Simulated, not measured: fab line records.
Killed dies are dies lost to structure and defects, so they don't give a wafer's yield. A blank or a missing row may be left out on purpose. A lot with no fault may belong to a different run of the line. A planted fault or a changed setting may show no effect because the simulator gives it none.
fab line records / flow nandHarc
[record] lots = 12 wafers = 36 lastDay = 33
route steps=1302 shown A_CONTACT@1054
lots that met no fault: taken from a fault-free run of the same line
startH: the number of hours between the record's first day and the start of the first shown wafer of the lot / waitH: hours since the lot's step before / " as in the row above / L1.1+2: a row that stands for several wafers / - either no value or no given start / * or withheld: withheld / < > ~ a bound
route shown NAME@n: names a module that has steps shown in the file, with the first one's number in the route / usual: mean/standard deviation of fault-free wafers / same: alike in all rows / chamber/n: place in a boat / sites: readings site by site / _std_site: standard deviation across them / _edge_site: outer sites' mean less inner sites' / radiusMm: for every site, how far away it sits from the centre of the wafer / mask NAME#n: copy n / behind: the tool/chamber that last shaped the wafer / hold: the reason the lot was held/the length of the hold in hours/how it ended / device: names the non-switching transistor (n, p or np) / end of line: tests of these same wafers at the route's end / a step given without rows: its recipe and nothing more / killed: dies lost to structure and defects at the first sort, not the wafer's yield / map: per-die view of a wafer (x killed, . not killed, _ where there is no die)
set.NAME: the setting as run; set.NAME@STEP: as run at that earlier step / model.NAME: the simulator's own value behind a step, which no gauge read
route steps across a sampled set of lots; one table per step, one row per wafer
services: a tool's chamber out of use, with start hour (startH, from the record's first day; less than 0 if before it), hours out, and reason
[[steps]]
[step NHARC_A_CONTACT_ETCH_131]
[recipe] sourceW = withheld pressureMtorr = 20 biasV = 3000 timeS = 197 targetDepthA = 19180 arFlowSccm = withheld c4f8FlowSccm = withheld o2FlowSccm = withheld chemistry = C4F8/O2/Ar
lot.wafer=L755.2 tool=harCapEtch-02 chamber=1 startH=514.72 waitH=0.1 rfHoursCounterH=86
lot.wafer=L755.3 tool=harCapEtch-02 chamber=0 startH=514.72 waitH=0.1 rfHoursCounterH=-
lot.wafer=L755.5 tool=harCapEtch-02 chamber=1 startH=514.72 waitH=0.1 rfHoursCounterH=-
lot.wafer=L757.1 tool=harCapEtch-03 chamber=1 startH=528.98 waitH=0.1 rfHoursCounterH=46
lot.wafer=L757.4 tool=harCapEtch-03 chamber=1 startH=528.98 waitH=0.1 rfHoursCounterH=-
lot.wafer=L757.3 tool=harCapEtch-03 chamber=0 startH=528.98 waitH=0.1 rfHoursCounterH=-
lot.wafer=L758.2 tool=harCapEtch-01 chamber=1 startH=541.99 waitH=0.1 rfHoursCounterH=6
lot.wafer=L758.1 tool=harCapEtch-01 chamber=0 startH=541.99 waitH=0.1 rfHoursCounterH=6
lot.wafer=L758.5 tool=harCapEtch-01 chamber=1 startH=541.99 waitH=0.1 rfHoursCounterH=-
lot.wafer=L762.2 tool=harCapEtch-03 chamber=0 startH=571.76 waitH=0.1 rfHoursCounterH=52
lot.wafer=L762.1 tool=harCapEtch-03 chamber=1 startH=571.76 waitH=0.1 rfHoursCounterH=52
lot.wafer=L762.5 tool=harCapEtch-03 chamber=0 startH=571.76 waitH=0.1 rfHoursCounterH=-
lot.wafer=L765.2 tool=harCapEtch-01 chamber=0 startH=606.51 waitH=0.1 rfHoursCounterH=19
lot.wafer=L765.4 tool=harCapEtch-01 chamber=0 startH=606.51 waitH=0.1 rfHoursCounterH=-
lot.wafer=L765.6 tool=harCapEtch-01 chamber=1 startH=606.51 waitH=0.1 rfHoursCounterH=-
lot.wafer=L766.3 tool=harCapEtch-02 chamber=1 startH=626.26 waitH=0.1 rfHoursCounterH=-
lot.wafer=L766.6 tool=harCapEtch-02 chamber=1 startH=626.26 waitH=0.1 rfHoursCounterH=-
lot.wafer=L766.5 tool=harCapEtch-02 chamber=0 startH=626.26 waitH=0.1 rfHoursCounterH=-
lot.wafer=L769.4 tool=harCapEtch-01 chamber=1 startH=648.58 waitH=0.1 rfHoursCounterH=-
lot.wafer=L769.3 tool=harCapEtch-01 chamber=0 startH=648.58 waitH=0.1 rfHoursCounterH=-
lot.wafer=L769.5 tool=harCapEtch-01 chamber=0 startH=648.58 waitH=0.1 rfHoursCounterH=-
lot.wafer=L767.2 tool=harCapEtch-03 chamber=0 startH=654.45 waitH=0.1 rfHoursCounterH=68
lot.wafer=L767.4 tool=harCapEtch-03 chamber=1 startH=654.45 waitH=0.1 rfHoursCounterH=-
lot.wafer=L767.3 tool=harCapEtch-03 chamber=0 startH=654.45 waitH=0.1 rfHoursCounterH=-
lot.wafer=L770.2 tool=harCapEtch-01 chamber=1 startH=656.30 waitH=0.1 rfHoursCounterH=27
lot.wafer=L770.4 tool=harCapEtch-01 chamber=1 startH=656.30 waitH=0.1 rfHoursCounterH=-
lot.wafer=L770.3 tool=harCapEtch-01 chamber=0 startH=656.30 waitH=0.1 rfHoursCounterH=-
lot.wafer=L774.2 tool=harCapEtch-01 chamber=1 startH=707.74 waitH=0.1 rfHoursCounterH=37
lot.wafer=L774.1 tool=harCapEtch-01 chamber=0 startH=707.74 waitH=0.1 rfHoursCounterH=37
lot.wafer=L774.6 tool=harCapEtch-01 chamber=0 startH=707.74 waitH=0.1 rfHoursCounterH=-
lot.wafer=L775.3 tool=harCapEtch-02 chamber=1 startH=711.33 waitH=0.1 rfHoursCounterH=-
lot.wafer=L775.4 tool=harCapEtch-02 chamber=0 startH=711.33 waitH=0.1 rfHoursCounterH=-
lot.wafer=L775.6 tool=harCapEtch-02 chamber=1 startH=711.33 waitH=0.1 rfHoursCounterH=-
lot.wafer=L777.4 tool=harCapEtch-01 chamber=1 startH=739.91 waitH=0.1 rfHoursCounterH=-
lot.wafer=L777.3 tool=harCapEtch-01 chamber=0 startH=739.91 waitH=0.1 rfHoursCounterH=-
lot.wafer=L777.5 tool=harCapEtch-01 chamber=1 startH=739.91 waitH=0.1 rfHoursCounterH=-
[step NHARC_A_CONTACT_CD_MEAS_80]
[usual] cdNm = 289.7/0.64
lot.wafer=L755.2 tool=cdSem-01 chamber=- startH=516.05 waitH=- cdNm=290.1
lot.wafer=L755.3 tool=cdSem-01 chamber=- startH=516.05 waitH=- cdNm=289.9
lot.wafer=L755.5 tool=cdSem-01 chamber=- startH=516.05 waitH=- cdNm=290.3
lot.wafer=L757.1 tool=cdSem-01 chamber=- startH=530.34 waitH=- cdNm=289.5
lot.wafer=L757.3 tool=cdSem-01 chamber=- startH=530.34 waitH=- cdNm=289.9
lot.wafer=L757.4 tool=cdSem-01 chamber=- startH=530.34 waitH=- cdNm=289.5
lot.wafer=L758.1 tool=cdSem-03 chamber=- startH=543.34 waitH=- cdNm=290.1
lot.wafer=L758.2 tool=cdSem-03 chamber=- startH=543.34 waitH=- cdNm=290.0
lot.wafer=L758.5 tool=cdSem-03 chamber=- startH=543.34 waitH=- cdNm=290.2
lot.wafer=L762.1 tool=cdSem-03 chamber=- startH=573.11 waitH=- cdNm=288.4
lot.wafer=L762.2 tool=cdSem-03 chamber=- startH=573.11 waitH=- cdNm=288.4
lot.wafer=L762.5 tool=cdSem-03 chamber=- startH=573.11 waitH=- cdNm=288.1
lot.wafer=L765.2 tool=cdSem-02 chamber=- startH=607.84 waitH=- cdNm=289.7
lot.wafer=L765.4 tool=cdSem-02 chamber=- startH=607.84 waitH=- cdNm=289.3
lot.wafer=L765.6 tool=cdSem-02 chamber=- startH=607.84 waitH=- cdNm=289.4
lot.wafer=L766.3 tool=cdSem-03 chamber=- startH=627.57 waitH=- cdNm=290.6
lot.wafer=L766.5 tool=cdSem-03 chamber=- startH=627.57 waitH=- cdNm=290.1
lot.wafer=L766.6 tool=cdSem-03 chamber=- startH=627.57 waitH=- cdNm=290.5
lot.wafer=L769.3 tool=cdSem-02 chamber=- startH=649.88 waitH=- cdNm=288.6
lot.wafer=L769.4 tool=cdSem-02 chamber=- startH=649.88 waitH=- cdNm=288.8
lot.wafer=L769.5 tool=cdSem-02 chamber=- startH=649.88 waitH=- cdNm=288.7
lot.wafer=L767.2 tool=cdSem-03 chamber=- startH=655.83 waitH=- cdNm=289.6
lot.wafer=L767.3 tool=cdSem-03 chamber=- startH=655.83 waitH=- cdNm=289.1
lot.wafer=L767.4 tool=cdSem-03 chamber=- startH=655.83 waitH=- cdNm=289.9
lot.wafer=L770.2 tool=cdSem-02 chamber=- startH=657.68 waitH=- cdNm=290.2
lot.wafer=L770.3 tool=cdSem-02 chamber=- startH=657.68 waitH=- cdNm=290.2
lot.wafer=L770.4 tool=cdSem-02 chamber=- startH=657.68 waitH=- cdNm=289.7
lot.wafer=L774.1 tool=cdSem-03 chamber=- startH=709.10 waitH=- cdNm=289.3
lot.wafer=L774.2 tool=cdSem-03 chamber=- startH=709.10 waitH=- cdNm=289.6
lot.wafer=L774.6 tool=cdSem-03 chamber=- startH=709.10 waitH=- cdNm=289.7
lot.wafer=L775.3 tool=cdSem-03 chamber=- startH=712.64 waitH=- cdNm=290.0
lot.wafer=L775.4 tool=cdSem-03 chamber=- startH=712.64 waitH=- cdNm=289.7
lot.wafer=L775.6 tool=cdSem-03 chamber=- startH=712.64 waitH=- cdNm=289.3
lot.wafer=L777.3 tool=cdSem-01 chamber=- startH=741.21 waitH=- cdNm=289.5
lot.wafer=L777.4 tool=cdSem-01 chamber=- startH=741.21 waitH=- cdNm=289.0
lot.wafer=L777.5 tool=cdSem-01 chamber=- startH=741.21 waitH=- cdNm=288.8
[step NHARC_A_CONTACT_EXPOSE_05]
[recipe] na = 1.35 sigmaOuter = 0.8 doseMj = 84.24 maskId = A_CC
[usual] exposureDoseMJCm2 = 84.25/0.1
lot.wafer=L755.2 tool=arfiScanner-03 chamber=0 startH=522.42 waitH=- mask=A_CC#0 exposureDoseMJCm2=84.30
lot.wafer=L755.3 tool=arfiScanner-03 chamber=0 startH=522.42 waitH=- mask=A_CC#0 exposureDoseMJCm2=84.36
lot.wafer=L755.5 tool=arfiScanner-03 chamber=0 startH=522.42 waitH=- mask=A_CC#0 exposureDoseMJCm2=84.26
lot.wafer=L757.1 tool=arfiScanner-01 chamber=0 startH=533.53 waitH=- mask=A_CC#0 exposureDoseMJCm2=84.25
lot.wafer=L757.3 tool=arfiScanner-01 chamber=0 startH=533.53 waitH=- mask=A_CC#0 exposureDoseMJCm2=84.26
lot.wafer=L757.4 tool=arfiScanner-01 chamber=0 startH=533.53 waitH=- mask=A_CC#0 exposureDoseMJCm2=84.17
lot.wafer=L758.1 tool=arfiScanner-03 chamber=0 startH=547.62 waitH=- mask=A_CC#0 exposureDoseMJCm2=84.31
lot.wafer=L758.2 tool=arfiScanner-03 chamber=0 startH=547.62 waitH=- mask=A_CC#0 exposureDoseMJCm2=84.22
lot.wafer=L758.5 tool=arfiScanner-03 chamber=0 startH=547.62 waitH=- mask=A_CC#0 exposureDoseMJCm2=84.11
lot.wafer=L762.1 tool=arfiScanner-03 chamber=0 startH=577.01 waitH=- mask=A_CC#0 exposureDoseMJCm2=82.39
lot.wafer=L762.2 tool=arfiScanner-03 chamber=0 startH=577.01 waitH=- mask=A_CC#0 exposureDoseMJCm2=82.23
lot.wafer=L762.5 tool=arfiScanner-03 chamber=0 startH=577.01 waitH=- mask=A_CC#0 exposureDoseMJCm2=82.38
lot.wafer=L765.2 tool=arfiScanner-03 chamber=0 startH=613.52 waitH=- mask=A_CC#0 exposureDoseMJCm2=82.57
lot.wafer=L765.4 tool=arfiScanner-03 chamber=0 startH=613.52 waitH=- mask=A_CC#0 exposureDoseMJCm2=82.58
lot.wafer=L765.6 tool=arfiScanner-03 chamber=0 startH=613.52 waitH=- mask=A_CC#0 exposureDoseMJCm2=82.59
lot.wafer=L766.3 tool=arfiScanner-01 chamber=0 startH=632.63 waitH=- mask=A_CC#0 exposureDoseMJCm2=84.32
lot.wafer=L766.5 tool=arfiScanner-01 chamber=0 startH=632.63 waitH=- mask=A_CC#0 exposureDoseMJCm2=84.38
lot.wafer=L766.6 tool=arfiScanner-01 chamber=0 startH=632.63 waitH=- mask=A_CC#0 exposureDoseMJCm2=84.33
lot.wafer=L769.3 tool=arfiScanner-01 chamber=0 startH=655.05 waitH=- mask=A_CC#0 exposureDoseMJCm2=84.18
lot.wafer=L769.4 tool=arfiScanner-01 chamber=0 startH=655.05 waitH=- mask=A_CC#0 exposureDoseMJCm2=84.21
lot.wafer=L769.5 tool=arfiScanner-01 chamber=0 startH=655.05 waitH=- mask=A_CC#0 exposureDoseMJCm2=84.24
lot.wafer=L767.2 tool=arfiScanner-01 chamber=0 startH=659.11 waitH=- mask=A_CC#0 exposureDoseMJCm2=84.26
lot.wafer=L767.3 tool=arfiScanner-01 chamber=0 startH=659.11 waitH=- mask=A_CC#0 exposureDoseMJCm2=84.36
lot.wafer=L767.4 tool=arfiScanner-01 chamber=0 startH=659.11 waitH=- mask=A_CC#0 exposureDoseMJCm2=84.03
lot.wafer=L770.2 tool=arfiScanner-02 chamber=0 startH=660.96 waitH=- mask=A_CC#0 exposureDoseMJCm2=84.41
lot.wafer=L770.3 tool=arfiScanner-02 chamber=0 startH=660.96 waitH=- mask=A_CC#0 exposureDoseMJCm2=84.34
lot.wafer=L770.4 tool=arfiScanner-02 chamber=0 startH=660.96 waitH=- mask=A_CC#0 exposureDoseMJCm2=84.46
lot.wafer=L774.1 tool=arfiScanner-02 chamber=0 startH=712.49 waitH=- mask=A_CC#0 exposureDoseMJCm2=84.13
lot.wafer=L774.2 tool=arfiScanner-02 chamber=0 startH=712.49 waitH=- mask=A_CC#0 exposureDoseMJCm2=84.28
lot.wafer=L774.6 tool=arfiScanner-02 chamber=0 startH=712.49 waitH=- mask=A_CC#0 exposureDoseMJCm2=84.29
lot.wafer=L775.3 tool=arfiScanner-02 chamber=0 startH=716.88 waitH=- mask=A_CC#0 exposureDoseMJCm2=84.27
lot.wafer=L775.4 tool=arfiScanner-02 chamber=0 startH=716.88 waitH=- mask=A_CC#0 exposureDoseMJCm2=84.04
lot.wafer=L775.6 tool=arfiScanner-02 chamber=0 startH=716.88 waitH=- mask=A_CC#0 exposureDoseMJCm2=84.08
lot.wafer=L777.3 tool=arfiScanner-02 chamber=0 startH=749.04 waitH=- mask=A_CC#0 exposureDoseMJCm2=84.14
lot.wafer=L777.4 tool=arfiScanner-02 chamber=0 startH=749.04 waitH=- mask=A_CC#0 exposureDoseMJCm2=84.29
lot.wafer=L777.5 tool=arfiScanner-02 chamber=0 startH=749.04 waitH=- mask=A_CC#0 exposureDoseMJCm2=84.25
[step NHARC_A_CONTACT_CD_MEAS_08]
[recipe] targetCdNm = 200 landingEnergyEv = 500
[usual] cdNm = 199.9/0.53
lot.wafer=L755.2 tool=cdSem-01 chamber=0 startH=522.56 waitH=- cdNm=200.6
lot.wafer=L755.3 tool=cdSem-01 chamber=0 startH=522.56 waitH=- cdNm=200.0
lot.wafer=L755.5 tool=cdSem-01 chamber=0 startH=522.56 waitH=- cdNm=200.4
lot.wafer=L757.1 tool=cdSem-01 chamber=0 startH=533.67 waitH=- cdNm=199.6
lot.wafer=L757.3 tool=cdSem-01 chamber=0 startH=533.67 waitH=- cdNm=199.5
lot.wafer=L757.4 tool=cdSem-01 chamber=0 startH=533.67 waitH=- cdNm=199.9
lot.wafer=L758.1 tool=cdSem-01 chamber=0 startH=547.76 waitH=- cdNm=200.6
lot.wafer=L758.2 tool=cdSem-01 chamber=0 startH=547.76 waitH=- cdNm=200.2
lot.wafer=L758.5 tool=cdSem-01 chamber=0 startH=547.76 waitH=- cdNm=199.2
lot.wafer=L762.1 tool=cdSem-03 chamber=0 startH=577.15 waitH=- cdNm=197.9
lot.wafer=L762.2 tool=cdSem-03 chamber=0 startH=577.15 waitH=- cdNm=198.0
lot.wafer=L762.5 tool=cdSem-03 chamber=0 startH=577.15 waitH=- cdNm=198.8
lot.wafer=L765.2 tool=cdSem-02 chamber=0 startH=613.66 waitH=- cdNm=198.6
lot.wafer=L765.4 tool=cdSem-02 chamber=0 startH=613.66 waitH=- cdNm=198.2
lot.wafer=L765.6 tool=cdSem-02 chamber=0 startH=613.66 waitH=- cdNm=198.6
lot.wafer=L766.3 tool=cdSem-01 chamber=0 startH=632.76 waitH=- cdNm=200.3
lot.wafer=L766.5 tool=cdSem-01 chamber=0 startH=632.76 waitH=- cdNm=200.1
lot.wafer=L766.6 tool=cdSem-01 chamber=0 startH=632.76 waitH=- cdNm=199.6
lot.wafer=L769.3 tool=cdSem-03 chamber=0 startH=655.19 waitH=- cdNm=200.0
lot.wafer=L769.4 tool=cdSem-03 chamber=0 startH=655.19 waitH=- cdNm=200.1
lot.wafer=L769.5 tool=cdSem-03 chamber=0 startH=655.19 waitH=- cdNm=200.1
lot.wafer=L767.2 tool=cdSem-01 chamber=0 startH=659.24 waitH=- cdNm=200.2
lot.wafer=L767.3 tool=cdSem-01 chamber=0 startH=659.24 waitH=- cdNm=199.8
lot.wafer=L767.4 tool=cdSem-01 chamber=0 startH=659.24 waitH=- cdNm=200.2
lot.wafer=L770.2 tool=cdSem-02 chamber=0 startH=661.10 waitH=- cdNm=200.2
lot.wafer=L770.3 tool=cdSem-02 chamber=0 startH=661.10 waitH=- cdNm=199.8
lot.wafer=L770.4 tool=cdSem-02 chamber=0 startH=661.10 waitH=- cdNm=199.2
lot.wafer=L774.1 tool=cdSem-02 chamber=0 startH=712.63 waitH=- cdNm=199.3
lot.wafer=L774.2 tool=cdSem-02 chamber=0 startH=712.63 waitH=- cdNm=198.7
lot.wafer=L774.6 tool=cdSem-02 chamber=0 startH=712.63 waitH=- cdNm=199.3
lot.wafer=L775.3 tool=cdSem-01 chamber=0 startH=717.02 waitH=- cdNm=200.5
lot.wafer=L775.4 tool=cdSem-01 chamber=0 startH=717.02 waitH=- cdNm=199.6
lot.wafer=L775.6 tool=cdSem-01 chamber=0 startH=717.02 waitH=- cdNm=199.8
lot.wafer=L777.3 tool=cdSem-02 chamber=0 startH=749.17 waitH=- cdNm=199.3
lot.wafer=L777.4 tool=cdSem-02 chamber=0 startH=749.17 waitH=- cdNm=198.6
lot.wafer=L777.5 tool=cdSem-02 chamber=0 startH=749.17 waitH=- cdNm=199.4
[step NHARC_A_CONTACT_ETCH_31]
[recipe] targetDepthA = 28000 overEtchFrac = 0.3 timeS = 728 ionEnergyEv = 150 o2FlowSccm = 400 cosFlowSccm = 20 arFlowSccm = 0 rfW = 500 biasW = 300 chemistry = O2/COS
[usual] drypumpMotorCurrentA = 5.8/0.44 oesProductAu = 1.000/0.011 rfVppV = 313.0/1.9 showerheadPlenumPTorr = 3.05/0.11 throttleValvePct = 28.329/0.0085
lot.wafer=L755.2 tool=rieDiel-12 chamber=1 startH=- waitH=- drypumpMotorCurrentA=5.9 oesProductAu=0.998 rfHoursCounterH=9 rfVppV=313.1 showerheadPlenumPTorr=3.00 throttleValvePct=28.334
lot.wafer=L755.3 tool=rieDiel-12 chamber=2 startH=- waitH=- drypumpMotorCurrentA=6.4 oesProductAu=1.007 rfHoursCounterH=9 rfVppV=310.5 showerheadPlenumPTorr=2.95 throttleValvePct=28.339
lot.wafer=L755.5 tool=rieDiel-12 chamber=2 startH=- waitH=- drypumpMotorCurrentA=6.4 oesProductAu=1.007 rfHoursCounterH=- rfVppV=312.5 showerheadPlenumPTorr=2.95 throttleValvePct=28.322
lot.wafer=L757.1 tool=rieDiel-13 chamber=1 startH=- waitH=- drypumpMotorCurrentA=5.4 oesProductAu=0.987 rfHoursCounterH=3 rfVppV=317.0 showerheadPlenumPTorr=3.29 throttleValvePct=28.332
lot.wafer=L757.3 tool=rieDiel-13 chamber=2 startH=- waitH=- drypumpMotorCurrentA=5.8 oesProductAu=1.007 rfHoursCounterH=5 rfVppV=313.6 showerheadPlenumPTorr=3.06 throttleValvePct=28.336
lot.wafer=L757.4 tool=rieDiel-13 chamber=3 startH=- waitH=- drypumpMotorCurrentA=6.3 oesProductAu=1.013 rfHoursCounterH=5 rfVppV=314.7 showerheadPlenumPTorr=3.15 throttleValvePct=28.312
lot.wafer=L758.1 tool=rieDiel-12 chamber=3 startH=- waitH=- drypumpMotorCurrentA=5.7 oesProductAu=0.993 rfHoursCounterH=14 rfVppV=314.6 showerheadPlenumPTorr=3.17 throttleValvePct=28.332
lot.wafer=L758.2 tool=rieDiel-12 chamber=2 startH=- waitH=- drypumpMotorCurrentA=6.4 oesProductAu=1.001 rfHoursCounterH=14 rfVppV=312.9 showerheadPlenumPTorr=2.94 throttleValvePct=28.332
lot.wafer=L758.5 tool=rieDiel-12 chamber=3 startH=- waitH=- drypumpMotorCurrentA=5.6 oesProductAu=0.986 rfHoursCounterH=- rfVppV=315.4 showerheadPlenumPTorr=3.17 throttleValvePct=28.319
lot.wafer=L762.2 tool=rieDiel-12 chamber=2 startH=- waitH=- drypumpMotorCurrentA=6.3 oesProductAu=1.004 rfHoursCounterH=22 rfVppV=312.3 showerheadPlenumPTorr=2.94 throttleValvePct=28.330
lot.wafer=L762.1 tool=rieDiel-12 chamber=3 startH=- waitH=- drypumpMotorCurrentA=5.7 oesProductAu=0.983 rfHoursCounterH=21 rfVppV=313.8 showerheadPlenumPTorr=3.17 throttleValvePct=28.343
lot.wafer=L762.5 tool=rieDiel-12 chamber=0 startH=- waitH=- drypumpMotorCurrentA=5.2 oesProductAu=1.003 rfHoursCounterH=- rfVppV=310.0 showerheadPlenumPTorr=2.94 throttleValvePct=28.310
lot.wafer=L765.4 tool=rieDiel-13 chamber=0 startH=- waitH=- drypumpMotorCurrentA=5.4 oesProductAu=0.990 rfHoursCounterH=29 rfVppV=315.0 showerheadPlenumPTorr=3.15 throttleValvePct=28.319
lot.wafer=L765.2 tool=rieDiel-13 chamber=1 startH=- waitH=- drypumpMotorCurrentA=5.4 oesProductAu=0.984 rfHoursCounterH=29 rfVppV=317.1 showerheadPlenumPTorr=3.28 throttleValvePct=28.323
lot.wafer=L765.6 tool=rieDiel-13 chamber=2 startH=- waitH=- drypumpMotorCurrentA=5.7 oesProductAu=0.999 rfHoursCounterH=- rfVppV=313.0 showerheadPlenumPTorr=3.05 throttleValvePct=28.324
lot.wafer=L766.3 tool=rieDiel-12 chamber=3 startH=- waitH=- drypumpMotorCurrentA=5.7 oesProductAu=0.992 rfHoursCounterH=0 rfVppV=313.2 showerheadPlenumPTorr=3.16 throttleValvePct=28.334
lot.wafer=L766.5 tool=rieDiel-12 chamber=3 startH=- waitH=- drypumpMotorCurrentA=5.7 oesProductAu=0.993 rfHoursCounterH=- rfVppV=315.1 showerheadPlenumPTorr=3.16 throttleValvePct=28.332
lot.wafer=L766.6 tool=rieDiel-12 chamber=0 startH=- waitH=- drypumpMotorCurrentA=5.2 oesProductAu=1.004 rfHoursCounterH=- rfVppV=311.1 showerheadPlenumPTorr=2.94 throttleValvePct=28.330
lot.wafer=L769.3 tool=rieDiel-03 chamber=2 startH=- waitH=- drypumpMotorCurrentA=6.2 oesProductAu=1.010 rfHoursCounterH=3 rfVppV=312.3 showerheadPlenumPTorr=3.04 throttleValvePct=28.318
lot.wafer=L769.4 tool=rieDiel-03 chamber=0 startH=- waitH=- drypumpMotorCurrentA=6.4 oesProductAu=1.002 rfHoursCounterH=4 rfVppV=316.9 showerheadPlenumPTorr=3.37 throttleValvePct=28.333
lot.wafer=L769.5 tool=rieDiel-03 chamber=2 startH=- waitH=- drypumpMotorCurrentA=6.3 oesProductAu=1.000 rfHoursCounterH=- rfVppV=312.6 showerheadPlenumPTorr=3.04 throttleValvePct=28.321
lot.wafer=L767.3 tool=rieDiel-12 chamber=2 startH=- waitH=- drypumpMotorCurrentA=6.3 oesProductAu=0.991 rfHoursCounterH=5 rfVppV=312.0 showerheadPlenumPTorr=2.93 throttleValvePct=28.332
lot.wafer=L767.2 tool=rieDiel-12 chamber=0 startH=- waitH=- drypumpMotorCurrentA=5.2 oesProductAu=1.015 rfHoursCounterH=7 rfVppV=310.9 showerheadPlenumPTorr=2.93 throttleValvePct=28.323
lot.wafer=L767.4 tool=rieDiel-12 chamber=1 startH=- waitH=- drypumpMotorCurrentA=5.8 oesProductAu=1.014 rfHoursCounterH=7 rfVppV=312.0 showerheadPlenumPTorr=2.99 throttleValvePct=28.327
lot.wafer=L770.4 tool=rieDiel-13 chamber=1 startH=- waitH=- drypumpMotorCurrentA=5.4 oesProductAu=0.998 rfHoursCounterH=45 rfVppV=314.7 showerheadPlenumPTorr=3.27 throttleValvePct=28.311
lot.wafer=L770.2 tool=rieDiel-13 chamber=2 startH=- waitH=- drypumpMotorCurrentA=5.7 oesProductAu=0.994 rfHoursCounterH=42 rfVppV=313.6 showerheadPlenumPTorr=3.04 throttleValvePct=28.328
lot.wafer=L770.3 tool=rieDiel-13 chamber=3 startH=- waitH=- drypumpMotorCurrentA=6.3 oesProductAu=0.983 rfHoursCounterH=42 rfVppV=314.4 showerheadPlenumPTorr=3.13 throttleValvePct=28.330
lot.wafer=L774.1 tool=rieDiel-03 chamber=3 startH=- waitH=- drypumpMotorCurrentA=6.0 oesProductAu=0.996 rfHoursCounterH=31 rfVppV=313.5 showerheadPlenumPTorr=3.08 throttleValvePct=28.322
lot.wafer=L774.2 tool=rieDiel-03 chamber=1 startH=- waitH=- drypumpMotorCurrentA=5.1 oesProductAu=1.009 rfHoursCounterH=28 rfVppV=312.3 showerheadPlenumPTorr=3.04 throttleValvePct=28.339
lot.wafer=L774.6 tool=rieDiel-03 chamber=3 startH=- waitH=- drypumpMotorCurrentA=6.0 oesProductAu=0.997 rfHoursCounterH=- rfVppV=312.0 showerheadPlenumPTorr=3.08 throttleValvePct=28.320
lot.wafer=L775.3 tool=rieDiel-12 chamber=3 startH=- waitH=- drypumpMotorCurrentA=5.7 oesProductAu=0.993 rfHoursCounterH=16 rfVppV=313.6 showerheadPlenumPTorr=3.15 throttleValvePct=28.326
lot.wafer=L775.6 tool=rieDiel-12 chamber=0 startH=- waitH=- drypumpMotorCurrentA=5.2 oesProductAu=1.012 rfHoursCounterH=- rfVppV=309.7 showerheadPlenumPTorr=2.93 throttleValvePct=28.332
lot.wafer=L775.4 tool=rieDiel-12 chamber=1 startH=- waitH=- drypumpMotorCurrentA=5.8 oesProductAu=1.003 rfHoursCounterH=- rfVppV=313.7 showerheadPlenumPTorr=2.99 throttleValvePct=28.320
lot.wafer=L777.3 tool=rieDiel-03 chamber=1 startH=- waitH=- drypumpMotorCurrentA=5.1 oesProductAu=1.000 rfHoursCounterH=39 rfVppV=314.4 showerheadPlenumPTorr=3.03 throttleValvePct=28.324
lot.wafer=L777.4 tool=rieDiel-03 chamber=2 startH=- waitH=- drypumpMotorCurrentA=6.2 oesProductAu=1.020 rfHoursCounterH=38 rfVppV=312.1 showerheadPlenumPTorr=3.02 throttleValvePct=28.321
lot.wafer=L777.5 tool=rieDiel-03 chamber=0 startH=- waitH=- drypumpMotorCurrentA=6.4 oesProductAu=0.995 rfHoursCounterH=- rfVppV=316.8 showerheadPlenumPTorr=3.36 throttleValvePct=28.330
[[services]]
tool=harCapEtch-01 chamber=- startH=497.00 hours=17.0 kind=pm
tool=arfiScanner-03 chamber=- startH=511.80 hours=0.4 kind=repair
tool=rieDiel-13 chamber=- startH=519.01 hours=9.0 kind=pm
tool=arfiScanner-03 chamber=- startH=540.01 hours=4.0 kind=pm
tool=rieDiel-03 chamber=3 startH=543.77 hours=2.2 kind=repair
tool=rieDiel-03 chamber=3 startH=547.88 hours=7.5 kind=repair
tool=rieDiel-03 chamber=2 startH=570.41 hours=4.8 kind=repair
tool=arfiScanner-01 chamber=- startH=596.00 hours=4.0 kind=pm
tool=arfiScanner-01 chamber=- startH=601.57 hours=0.3 kind=repair
tool=rieDiel-12 chamber=- startH=622.40 hours=9.0 kind=pm
tool=arfiScanner-01 chamber=- startH=623.60 hours=2.6 kind=repair
tool=arfiScanner-03 chamber=- startH=631.56 hours=2.8 kind=repair
tool=rieDiel-03 chamber=- startH=635.53 hours=9.0 kind=pm
tool=arfiScanner-01 chamber=- startH=640.97 hours=5.5 kind=repair
tool=arfiScanner-02 chamber=- startH=656.00 hours=4.0 kind=pm
tool=rieDiel-03 chamber=0 startH=663.50 hours=44.1 kind=repair
tool=arfiScanner-02 chamber=- startH=665.34 hours=0.7 kind=repair
tool=arfiScanner-03 chamber=- startH=672.56 hours=2.2 kind=repair
tool=arfiScanner-01 chamber=- startH=690.83 hours=7.4 kind=repair
tool=rieDiel-13 chamber=- startH=696.01 hours=9.0 kind=pm
tool=arfiScanner-03 chamber=- startH=704.34 hours=7.2 kind=repair
tool=arfiScanner-03 chamber=- startH=712.01 hours=4.0 kind=pm
tool=rieDiel-12 chamber=2 startH=715.95 hours=3.5 kind=repair
tool=arfiScanner-03 chamber=- startH=716.61 hours=1.1 kind=repair
[[key]]
[firstSign] step = NHARC_A_CONTACT_EXPOSE_05 reading = exposureDoseMJCm2 direction = down sigmas = 18 usual = 84.25 struck = 82.46
[effect] step = NHARC_A_CONTACT_CD_MEAS_08 reading = cdNm direction = down sigmas = 2.9 usual = 199.9 struck = 198.4 through = controlLoop
metAt NHARC_A_CONTACT_EXPOSE_05
struckLots L762,L765
testerLeftOut L762,L765
[loopTrim] step = NHARC_A_CONTACT_EXPOSE_05 setting = dose lots = L765
notActingAt NHARC_A_CONTACT_ETCH_131,NHARC_A_CONTACT_CD_MEAS_80,NHARC_A_CONTACT_ETCH_31
onsetBetween 547.62 577.01
[fault] kind = processParameterDrift tool = arfiScanner-03 chamber = - onsetH = 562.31 steps = NHARC_A_CONTACT_EXPOSE_05 channel = doseMj offset = -2.0362 shape = step actsIn = theseRecipesOnly stated = 84.24
// testerLeftOut: of these lots the tester's yield and bins aren't shown, on N5 and GAA mostly nor the transistor test; their killed dies are dies lost to structure and defects alone, not to doping, threshold or leakage, so they don't give the yield
// loopTrim: a control loop set the setting to another value than it would have without faults
